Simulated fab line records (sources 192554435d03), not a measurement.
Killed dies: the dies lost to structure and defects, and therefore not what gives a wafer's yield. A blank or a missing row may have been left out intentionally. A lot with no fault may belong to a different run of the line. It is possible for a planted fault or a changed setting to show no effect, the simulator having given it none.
Which tool was responsible? / flow n5-finfet / 11 lots with 32 wafers sampled at 5 steps, on a route of 1938 steps

WHAT THE GAUGES READ, wafer by wafer
Not one reading of a measure or inspect step in the record can be checked against a usual standard deviation.

WHAT TOOL EACH LOT RAN ON (gives the tool, then ch and the chambers of the sampled wafers, and finally the start)
lot=L355; N5_BEOL_M0_SAQP_HM_DEP_111=pecvd-01 ch 1,2, day 6 01:43; N5_PASSIVATION_PASS_ETCH_74=rie-diel-06 ch 1,2,3, day 13 14:28; N5_PASSIVATION_DESCUM_32=rie-diel-05 ch 0,2,3, day 13 16:14; N5_PASSIVATION_AL_ETCH_33=rie-metal-02 ch 0,1, day 13 16:19; N5_PASSIVATION_PROBE_49=prober-02, day 13 21:14
lot=L356; N5_BEOL_M0_SAQP_HM_DEP_111=pecvd-04 ch 1,2, day 6 01:55; N5_PASSIVATION_PASS_ETCH_74=rie-diel-01 ch 1,2, day 13 09:53; N5_PASSIVATION_DESCUM_32=rie-diel-04 ch 1,3, day 13 11:17; N5_PASSIVATION_AL_ETCH_33=rie-metal-02 ch 0,1, day 13 11:22; N5_PASSIVATION_PROBE_49=prober-02, day 13 16:14
lot=L357; N5_BEOL_M0_SAQP_HM_DEP_111=pecvd-03 ch 0,1, day 6 02:01; N5_PASSIVATION_PASS_ETCH_74=rie-diel-06 ch 1,3, day 13 18:50; N5_PASSIVATION_DESCUM_32=rie-diel-04 ch 0,2,3, day 13 20:22; N5_PASSIVATION_AL_ETCH_33=rie-metal-02 ch 0,1, day 13 20:35; N5_PASSIVATION_PROBE_49=prober-02, day 14 01:31
lot=L360; N5_BEOL_M0_SAQP_HM_DEP_111=pecvd-04 ch 1,2, day 6 20:03; N5_PASSIVATION_PASS_ETCH_74=rie-diel-01 ch 0,1, day 14 14:16; N5_PASSIVATION_DESCUM_32=rie-diel-04 ch 0,1, day 14 15:39; N5_PASSIVATION_AL_ETCH_33=rie-metal-03 ch 0,1, day 14 15:44; N5_PASSIVATION_PROBE_49=prober-01, day 14 20:31
lot=L361; N5_BEOL_M0_SAQP_HM_DEP_111=pecvd-04 ch 0,1, day 6 23:26; N5_PASSIVATION_PASS_ETCH_74=rie-diel-06 ch 1,3, day 14 22:43; N5_PASSIVATION_DESCUM_32=rie-diel-04 ch 0,1, day 15 00:58; N5_PASSIVATION_AL_ETCH_33=rie-metal-03 ch 0,1, day 15 01:03; N5_PASSIVATION_PROBE_49=prober-01, day 15 05:44
lot=L362; N5_BEOL_M0_SAQP_HM_DEP_111=pecvd-03 ch 0,1,2, day 7 06:31; N5_PASSIVATION_PASS_ETCH_74=rie-diel-01 ch 2,3, day 14 14:46; N5_PASSIVATION_DESCUM_32=rie-diel-05 ch 0,1, day 14 16:10; N5_PASSIVATION_AL_ETCH_33=rie-metal-01 ch 0,1, day 14 16:23; N5_PASSIVATION_PROBE_49=prober-01, day 14 22:09
lot=L363; N5_BEOL_M0_SAQP_HM_DEP_111=pecvd-01 ch 0,1, day 7 11:22; N5_PASSIVATION_PASS_ETCH_74=rie-diel-06 ch 1,2,3, day 14 23:13; N5_PASSIVATION_DESCUM_32=rie-diel-05 ch 0,1,3, day 15 05:52; N5_PASSIVATION_AL_ETCH_33=rie-metal-03 ch 0,1, day 15 05:56; N5_PASSIVATION_PROBE_49=prober-01, day 15 11:16
lot=L365; N5_BEOL_M0_SAQP_HM_DEP_111=pecvd-04 ch 1,2, day 8 02:11; N5_PASSIVATION_PASS_ETCH_74=rie-diel-02 ch 0,2,3, day 15 14:58; N5_PASSIVATION_DESCUM_32=rie-diel-05 ch 0,1,3, day 15 16:25; N5_PASSIVATION_AL_ETCH_33=rie-metal-03 ch 0,1, day 15 16:30; N5_PASSIVATION_PROBE_49=prober-02, day 15 21:11
lot=L368; N5_BEOL_M0_SAQP_HM_DEP_111=pecvd-01 ch 2, day 8 17:07; N5_PASSIVATION_PASS_ETCH_74=rie-diel-01 ch 2,3, day 17 08:17; N5_PASSIVATION_DESCUM_32=rie-diel-05 ch 0,1,3, day 17 10:04; N5_PASSIVATION_AL_ETCH_33=rie-metal-01 ch 1, day 17 10:09; N5_PASSIVATION_PROBE_49=prober-02, day 17 15:11
lot=L370; N5_BEOL_M0_SAQP_HM_DEP_111=pecvd-01 ch 0,1, day 9 12:58; N5_PASSIVATION_PASS_ETCH_74=rie-diel-01 ch 2,3, day 16 17:22; N5_PASSIVATION_DESCUM_32=rie-diel-04 ch 1,2,3, day 16 20:14; N5_PASSIVATION_AL_ETCH_33=rie-metal-03 ch 0,1, day 16 20:19; N5_PASSIVATION_PROBE_49=prober-02, day 17 01:08
lot=L374; N5_BEOL_M0_SAQP_HM_DEP_111=pecvd-01 ch 0,2, day 10 07:41; N5_PASSIVATION_PASS_ETCH_74=rie-diel-06 ch 0,1,3, day 18 22:11; N5_PASSIVATION_DESCUM_32=rie-diel-05 ch 2,3, day 19 02:32; N5_PASSIVATION_AL_ETCH_33=rie-metal-01 ch 0, day 19 02:37; N5_PASSIVATION_PROBE_49=prober-01, day 19 07:49
- N5_BEOL_M0_SAQP_HM_DEP_111: deposits SiO2 from SiH4/N2O, target thk 12 nm, time 7.2 s.
- N5_PASSIVATION_PASS_ETCH_74: etches SiNx in CF4/O2, target depth 220 nm, time 110 s.
- N5_PASSIVATION_DESCUM_32: chemistry O2, time 7.9 s.
- N5_PASSIVATION_AL_ETCH_33: etches Al in Cl2/BCl3, stops on TaN, target depth 2800 nm, time 466.7 s.
- N5_PASSIVATION_PROBE_49

AS READ BY THE TOOLS THEMSELVES (means over the sampled wafers that have a number; for cases with no such wafer, the mark the record gives instead)
N5_BEOL_M0_SAQP_HM_DEP_111. Usual: heater-power-w 790 W, standard deviation 100; showerhead-plenum-p-Torr 8.20 Torr, standard deviation 0.074.
lot=L355; tool=pecvd-01; heater-power-w (W)=785; showerhead-plenum-p-Torr (Torr)=8.23; flag=
lot=L356; tool=pecvd-04; heater-power-w (W)=761; showerhead-plenum-p-Torr (Torr)=8.22; flag=
lot=L357; tool=pecvd-03; heater-power-w (W)=866; showerhead-plenum-p-Torr (Torr)=8.02; flag=
lot=L360; tool=pecvd-04; heater-power-w (W)=705; showerhead-plenum-p-Torr (Torr)=8.20; flag=
lot=L361; tool=pecvd-04; heater-power-w (W)=668; showerhead-plenum-p-Torr (Torr)=8.20; flag=
lot=L362; tool=pecvd-03; heater-power-w (W)=842; showerhead-plenum-p-Torr (Torr)=8.03; flag=
lot=L363; tool=pecvd-01; heater-power-w (W)=840; showerhead-plenum-p-Torr (Torr)=8.18; flag=
lot=L365; tool=pecvd-04; heater-power-w (W)=692; showerhead-plenum-p-Torr (Torr)=8.23; flag=
lot=L368; tool=pecvd-01; heater-power-w (W)=901; showerhead-plenum-p-Torr (Torr)=8.24; flag=
lot=L370; tool=pecvd-01; heater-power-w (W)=815; showerhead-plenum-p-Torr (Torr)=8.23; flag=
lot=L374; tool=pecvd-01; heater-power-w (W)=923; showerhead-plenum-p-Torr (Torr)=8.22; flag=

N5_PASSIVATION_PASS_ETCH_74. Usual: drypump-motor-current-A 5.9 A, standard deviation 0.44; oes-product-au 0.81 a.u., standard deviation 0.11; rf-vpp-V 241.9 V, standard deviation 3; showerhead-plenum-p-Torr 2.18 Torr, standard deviation 0.084; throttle-valve-pct 15.99 %, standard deviation 0.27.
lot=L355; tool=rie-diel-06; drypump-motor-current-A (A)=6.1; oes-product-au (a.u.)=0.80; rf-vpp-V (V)=244.7; showerhead-plenum-p-Torr (Torr)=2.21; throttle-valve-pct (%)=15.92; flag=
lot=L356; tool=rie-diel-01; drypump-motor-current-A (A)=5.4; oes-product-au (a.u.)=0.71; rf-vpp-V (V)=243.5; showerhead-plenum-p-Torr (Torr)=2.20; throttle-valve-pct (%)=16.22; flag=
lot=L357; tool=rie-diel-06; drypump-motor-current-A (A)=6.2; oes-product-au (a.u.)=0.83; rf-vpp-V (V)=244.9; showerhead-plenum-p-Torr (Torr)=2.13; throttle-valve-pct (%)=15.83; flag=
lot=L360; tool=rie-diel-01; drypump-motor-current-A (A)=5.8; oes-product-au (a.u.)=0.79; rf-vpp-V (V)=244.1; showerhead-plenum-p-Torr (Torr)=2.18; throttle-valve-pct (%)=16.36; flag=
lot=L361; tool=rie-diel-06; drypump-motor-current-A (A)=6.3; oes-product-au (a.u.)=0.84; rf-vpp-V (V)=244.3; showerhead-plenum-p-Torr (Torr)=2.17; throttle-valve-pct (%)=15.84; flag=
lot=L362; tool=rie-diel-01; drypump-motor-current-A (A)=5.7; oes-product-au (a.u.)=0.81; rf-vpp-V (V)=241.6; showerhead-plenum-p-Torr (Torr)=2.20; throttle-valve-pct (%)=15.92; flag=
lot=L363; tool=rie-diel-06; drypump-motor-current-A (A)=6.1; oes-product-au (a.u.)=0.79; rf-vpp-V (V)=244.3; showerhead-plenum-p-Torr (Torr)=2.20; throttle-valve-pct (%)=15.95; flag=
lot=L365; tool=rie-diel-02; drypump-motor-current-A (A)=6.6; oes-product-au (a.u.)=0.75; rf-vpp-V (V)=238.1; showerhead-plenum-p-Torr (Torr)=2.15; throttle-valve-pct (%)=16.04; flag=
lot=L368; tool=rie-diel-01; drypump-motor-current-A (A)=5.7; oes-product-au (a.u.)=0.79; rf-vpp-V (V)=240.6; showerhead-plenum-p-Torr (Torr)=2.19; throttle-valve-pct (%)=15.95; flag=
lot=L370; tool=rie-diel-01; drypump-motor-current-A (A)=5.7; oes-product-au (a.u.)=0.79; rf-vpp-V (V)=241.1; showerhead-plenum-p-Torr (Torr)=2.19; throttle-valve-pct (%)=15.94; flag=
lot=L374; tool=rie-diel-06; drypump-motor-current-A (A)=6.2; oes-product-au (a.u.)=0.82; rf-vpp-V (V)=242.4; showerhead-plenum-p-Torr (Torr)=2.16; throttle-valve-pct (%)=15.81; flag=

N5_PASSIVATION_DESCUM_32. Usual: drypump-motor-current-A 5.7 A, standard deviation 0.59; oes-product-au 0.80 a.u., standard deviation 0.08; rf-vpp-V 243.5 V, standard deviation 1.3; showerhead-plenum-p-Torr 2.11 Torr, standard deviation 0.064; throttle-valve-pct 20.36 %, standard deviation 0.25.
lot=L355; tool=rie-diel-05; drypump-motor-current-A (A)=5.8; oes-product-au (a.u.)=0.81; rf-vpp-V (V)=243.2; showerhead-plenum-p-Torr (Torr)=2.08; throttle-valve-pct (%)=20.23; flag=
lot=L356; tool=rie-diel-04; drypump-motor-current-A (A)=6.3; oes-product-au (a.u.)=0.80; rf-vpp-V (V)=243.8; showerhead-plenum-p-Torr (Torr)=2.13; throttle-valve-pct (%)=20.22; flag=
lot=L357; tool=rie-diel-04; drypump-motor-current-A (A)=5.8; oes-product-au (a.u.)=0.78; rf-vpp-V (V)=244.4; showerhead-plenum-p-Torr (Torr)=2.15; throttle-valve-pct (%)=20.58; flag=
lot=L360; tool=rie-diel-04; drypump-motor-current-A (A)=6.2; oes-product-au (a.u.)=0.73; rf-vpp-V (V)=242.9; showerhead-plenum-p-Torr (Torr)=2.08; throttle-valve-pct (%)=20.56; flag=
lot=L361; tool=rie-diel-04; drypump-motor-current-A (A)=6.2; oes-product-au (a.u.)=0.76; rf-vpp-V (V)=242.5; showerhead-plenum-p-Torr (Torr)=2.08; throttle-valve-pct (%)=20.43; flag=
lot=L362; tool=rie-diel-05; drypump-motor-current-A (A)=5.4; oes-product-au (a.u.)=0.72; rf-vpp-V (V)=244.2; showerhead-plenum-p-Torr (Torr)=2.12; throttle-valve-pct (%)=20.46; flag=
lot=L363; tool=rie-diel-05; drypump-motor-current-A (A)=5.4; oes-product-au (a.u.)=0.76; rf-vpp-V (V)=243.0; showerhead-plenum-p-Torr (Torr)=2.09; throttle-valve-pct (%)=20.36; flag=
lot=L365; tool=rie-diel-05; drypump-motor-current-A (A)=5.4; oes-product-au (a.u.)=0.75; rf-vpp-V (V)=243.2; showerhead-plenum-p-Torr (Torr)=2.08; throttle-valve-pct (%)=20.37; flag=
lot=L368; tool=rie-diel-05; drypump-motor-current-A (A)=5.4; oes-product-au (a.u.)=0.85; rf-vpp-V (V)=242.5; showerhead-plenum-p-Torr (Torr)=2.08; throttle-valve-pct (%)=20.29; flag=
lot=L370; tool=rie-diel-04; drypump-motor-current-A (A)=5.8; oes-product-au (a.u.)=0.80; rf-vpp-V (V)=244.1; showerhead-plenum-p-Torr (Torr)=2.15; throttle-valve-pct (%)=20.33; flag=
lot=L374; tool=rie-diel-05; drypump-motor-current-A (A)=6.0; oes-product-au (a.u.)=0.75; rf-vpp-V (V)=241.6; showerhead-plenum-p-Torr (Torr)=2.04; throttle-valve-pct (%)=20.35; flag=

N5_PASSIVATION_AL_ETCH_33. Usual: bcl3-flow-sccm 60.01 sccm, standard deviation 0.17; drypump-motor-current-A 5.7 A, standard deviation 0.52; oes-product-au 0.74 a.u., standard deviation 0.063; throttle-valve-pct 34.16 %, standard deviation 0.19.
lot=L355; tool=rie-metal-02; bcl3-flow-sccm (sccm)=60.06; drypump-motor-current-A (A)=5.2; oes-product-au (a.u.)=0.76; throttle-valve-pct (%)=34.04; flag=
lot=L356; tool=rie-metal-02; bcl3-flow-sccm (sccm)=59.88; drypump-motor-current-A (A)=5.6; oes-product-au (a.u.)=0.75; throttle-valve-pct (%)=33.91; flag=
lot=L357; tool=rie-metal-02; bcl3-flow-sccm (sccm)=59.91; drypump-motor-current-A (A)=5.3; oes-product-au (a.u.)=0.74; throttle-valve-pct (%)=34.09; flag=
lot=L360; tool=rie-metal-03; bcl3-flow-sccm (sccm)=59.80; drypump-motor-current-A (A)=5.4; oes-product-au (a.u.)=0.75; throttle-valve-pct (%)=34.20; flag=
lot=L361; tool=rie-metal-03; bcl3-flow-sccm (sccm)=60.05; drypump-motor-current-A (A)=5.4; oes-product-au (a.u.)=0.76; throttle-valve-pct (%)=34.17; flag=
lot=L362; tool=rie-metal-01; bcl3-flow-sccm (sccm)=60.02; drypump-motor-current-A (A)=6.2; oes-product-au (a.u.)=0.68; throttle-valve-pct (%)=34.33; flag=
lot=L363; tool=rie-metal-03; bcl3-flow-sccm (sccm)=60.11; drypump-motor-current-A (A)=5.4; oes-product-au (a.u.)=0.78; throttle-valve-pct (%)=34.21; flag=
lot=L365; tool=rie-metal-03; bcl3-flow-sccm (sccm)=59.92; drypump-motor-current-A (A)=5.4; oes-product-au (a.u.)=0.74; throttle-valve-pct (%)=34.21; flag=
lot=L368; tool=rie-metal-01; bcl3-flow-sccm (sccm)=60.06; drypump-motor-current-A (A)=6.0; oes-product-au (a.u.)=0.61; throttle-valve-pct (%)=34.44; flag=
lot=L370; tool=rie-metal-03; bcl3-flow-sccm (sccm)=59.86; drypump-motor-current-A (A)=5.4; oes-product-au (a.u.)=0.73; throttle-valve-pct (%)=34.21; flag=
lot=L374; tool=rie-metal-01; bcl3-flow-sccm (sccm)=60.00; drypump-motor-current-A (A)=6.6; oes-product-au (a.u.)=0.77; throttle-valve-pct (%)=34.10; flag=

N5_PASSIVATION_PROBE_49. Usual: defect-limited-yield 91.3 %, standard deviation 1.3; killed_at_M0_to_M3 34, standard deviation 9.1; killed_at_M4_up 14, standard deviation 5.6; killed-at-contacts 13, standard deviation 5.9; killed-at-front-end 39, standard deviation 11; killed-at-other 3.6, standard deviation 3; killed-dies 102, standard deviation 16; killed-open 68, standard deviation 12; killed-short 33, standard deviation 7.3; sort_bin_5_function 5.2 %, standard deviation 0.89; sort_bin_6_memory 3.2 %, standard deviation 0.68; sort_bin_8_speed 0.00 %, standard deviation 0.027; sort-n-pass 1078, standard deviation 16.
lot=L355; tool=prober-02; defect-limited-yield (%)=91.4; killed_at_M0_to_M3=28; killed_at_M4_up=14; killed-at-contacts=9; killed-at-front-end=46; killed-at-other=4.7; killed-dies=101; killed-open=67; killed-short=33; sort_bin_5_function (%)=5.0; sort_bin_6_memory (%)=3.2; sort_bin_8_speed (%)=0.00; sort-n-pass=1079; flag=
lot=L356; tool=prober-02; defect-limited-yield (%)=89.5; killed_at_M0_to_M3=41; killed_at_M4_up=13; killed-at-contacts=21; killed-at-front-end=43; killed-at-other=6.7; killed-dies=124; killed-open=87; killed-short=36; sort_bin_5_function (%)=6.3; sort_bin_6_memory (%)=3.9; sort_bin_8_speed (%)=0.03; sort-n-pass=1055; flag=
lot=L357; tool=prober-02; defect-limited-yield (%)=90.7; killed_at_M0_to_M3=35; killed_at_M4_up=12; killed-at-contacts=9; killed-at-front-end=49; killed-at-other=5.3; killed-dies=110; killed-open=72; killed-short=36; sort_bin_5_function (%)=5.5; sort_bin_6_memory (%)=3.6; sort_bin_8_speed (%)=0.00; sort-n-pass=1070; flag=
lot=L360; tool=prober-01; defect-limited-yield (%)=91.8; killed_at_M0_to_M3=29; killed_at_M4_up=17; killed-at-contacts=4; killed-at-front-end=42; killed-at-other=4.3; killed-dies=96; killed-open=65; killed-short=30; sort_bin_5_function (%)=4.9; sort_bin_6_memory (%)=3.0; sort_bin_8_speed (%)=0.00; sort-n-pass=1084; flag=
lot=L361; tool=prober-01; defect-limited-yield (%)=88.2; killed_at_M0_to_M3=50; killed_at_M4_up=12; killed-at-contacts=15; killed-at-front-end=61; killed-at-other=2.5; killed-dies=140; killed-open=94; killed-short=44; sort_bin_5_function (%)=7.2; sort_bin_6_memory (%)=4.3; sort_bin_8_speed (%)=0.00; sort-n-pass=1040; flag=
lot=L362; tool=prober-01; defect-limited-yield (%)=92.0; killed_at_M0_to_M3=30; killed_at_M4_up=14; killed-at-contacts=8; killed-at-front-end=40; killed-at-other=2.3; killed-dies=94; killed-open=61; killed-short=33; sort_bin_5_function (%)=4.4; sort_bin_6_memory (%)=3.3; sort_bin_8_speed (%)=0.00; sort-n-pass=1086; flag=
lot=L363; tool=prober-01; defect-limited-yield (%)=90.5; killed_at_M0_to_M3=49; killed_at_M4_up=13; killed-at-contacts=8; killed-at-front-end=37; killed-at-other=6.0; killed-dies=113; killed-open=75; killed-short=37; sort_bin_5_function (%)=5.8; sort_bin_6_memory (%)=3.7; sort_bin_8_speed (%)=0.00; sort-n-pass=1067; flag=
lot=L365; tool=prober-02; defect-limited-yield (%)=83.8; killed_at_M0_to_M3=129; killed_at_M4_up=13; killed-at-contacts=11; killed-at-front-end=36; killed-at-other=2.3; killed-dies=191; killed-open=65; killed-short=23; sort_bin_5_function (%)=11.1; sort_bin_6_memory (%)=3.7; sort_bin_8_speed (%)=0.06; sort-n-pass=989; flag=OFF
lot=L368; tool=prober-02; defect-limited-yield (%)=91.7; killed_at_M0_to_M3=36; killed_at_M4_up=11; killed-at-contacts=14; killed-at-front-end=30; killed-at-other=7.3; killed-dies=98; killed-open=61; killed-short=34; sort_bin_5_function (%)=4.5; sort_bin_6_memory (%)=3.4; sort_bin_8_speed (%)=0.00; sort-n-pass=1082; flag=
lot=L370; tool=prober-02; defect-limited-yield (%)=91.7; killed_at_M0_to_M3=28; killed_at_M4_up=7; killed-at-contacts=15; killed-at-front-end=46; killed-at-other=2.7; killed-dies=98; killed-open=68; killed-short=28; sort_bin_5_function (%)=5.0; sort_bin_6_memory (%)=3.1; sort_bin_8_speed (%)=0.00; sort-n-pass=1082; flag=
lot=L374; tool=prober-01; defect-limited-yield (%)=92.0; killed_at_M0_to_M3=20; killed_at_M4_up=15; killed-at-contacts=15; killed-at-front-end=43; killed-at-other=1.7; killed-dies=94; killed-open=52; killed-short=41; sort_bin_5_function (%)=4.7; sort_bin_6_memory (%)=2.9; sort_bin_8_speed (%)=0.00; sort-n-pass=1086; flag=

THE ANSWER, worked out from the rows above alone
Rule: a lot is off if the mean of its wafers that have a number lies more than 3 standard deviations from the usual mean. Also off: a lot with no number at a reading for which 4 or more lots have one. Where the step has rows for the other lots, those lots are counted as sound. The gauges are gone through in route order, then the tools' own readings, and for those a lot's mean is taken as printed above. At the first step where some lot is off, the reading lying furthest off is the one used; lots without a number count as furthest.
Off at N5_PASSIVATION_PROBE_49 (killed_at_M0_to_M3): L365.
A tool fits if, at that step or a process step before it, it ran every lot that is off, and no sound lot after the first of them. Can't be told from this: 2 tools fit, pecvd-04 at N5_BEOL_M0_SAQP_HM_DEP_111, rie-diel-02 at N5_PASSIVATION_PASS_ETCH_74.

WHAT HAD BEEN PUT IN BY THE SIMULATOR
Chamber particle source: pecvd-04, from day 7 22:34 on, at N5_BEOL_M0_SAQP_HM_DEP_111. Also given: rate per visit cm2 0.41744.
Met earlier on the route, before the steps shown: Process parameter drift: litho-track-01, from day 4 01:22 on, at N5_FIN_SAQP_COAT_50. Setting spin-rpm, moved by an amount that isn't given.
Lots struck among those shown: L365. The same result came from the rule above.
